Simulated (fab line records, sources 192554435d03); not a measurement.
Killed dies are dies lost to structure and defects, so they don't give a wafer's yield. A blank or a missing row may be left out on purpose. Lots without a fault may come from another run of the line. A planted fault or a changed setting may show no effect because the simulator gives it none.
Chamber matching | flow n5_finfet | N5_BEOL_M11_STRIP_67 on rie_diel-02: 4 sister chambers
The step strips in CF4. 8 wafers are shown with their chamber, then 8 later ones without.

WAFERS WITH THEIR CHAMBER
wafer  | chamber | showerhead_plenum_p_Torr (Torr) | drypump_motor_current_A (A)
L077.5 | 3       | 1.80                            | 5.8
L080.2 | 2       | 1.72                            | 5.1
L083.2 | 2       | 1.72                            | 5.1
L083.4 | 0       | 1.89                            | 5.3
L085.2 | 3       | 1.80                            | 5.9
L085.3 | 0       | 1.88                            | 5.3
L085.4 | 1       | 1.71                            | 6.3
L092.2 | 1       | 1.70                            | 6.2

WAFERS WITHOUT THEIR CHAMBER
wafer  | showerhead_plenum_p_Torr (Torr) | drypump_motor_current_A (A)
L092.4 | 1.72                            | 5.1
L092.6 | 1.80                            | 5.9
L094.2 | 1.79                            | 5.9
L094.3 | 1.70                            | 6.3
L094.4 | 1.72                            | 5.1
L096.1 | 1.79                            | 5.9
L096.3 | 1.88                            | 5.2
L096.5 | 1.70                            | 6.3

WHICH CHAMBER EACH WENT THROUGH
wafer  | from the rows above | in truth
L092.4 | 2                   | 2
L092.6 | 3                   | 3
L094.2 | 3                   | 3
L094.3 | 1                   | 1
L094.4 | 2                   | 2
L096.1 | 3                   | 3
L096.3 | 0                   | 0
L096.5 | 1                   | 1
Placed correctly: 8 of 8. Can't be placed from these rows: 0. Placed wrongly: 0.
How it was worked out, from the rows above alone: a wafer's distance from a chamber is the root of the sum, over the readings, of the square of ((its reading less the chamber's mean) divided by the reading's scatter). The wafer belongs to the nearest chamber; if the next one is less than 2 further off, it can't be placed. A chamber's mean is the mean of its shown wafers. The scatter: the root of (the sum of the squares of (reading less its chamber's mean) over the shown wafers, divided by (wafers less chambers)).
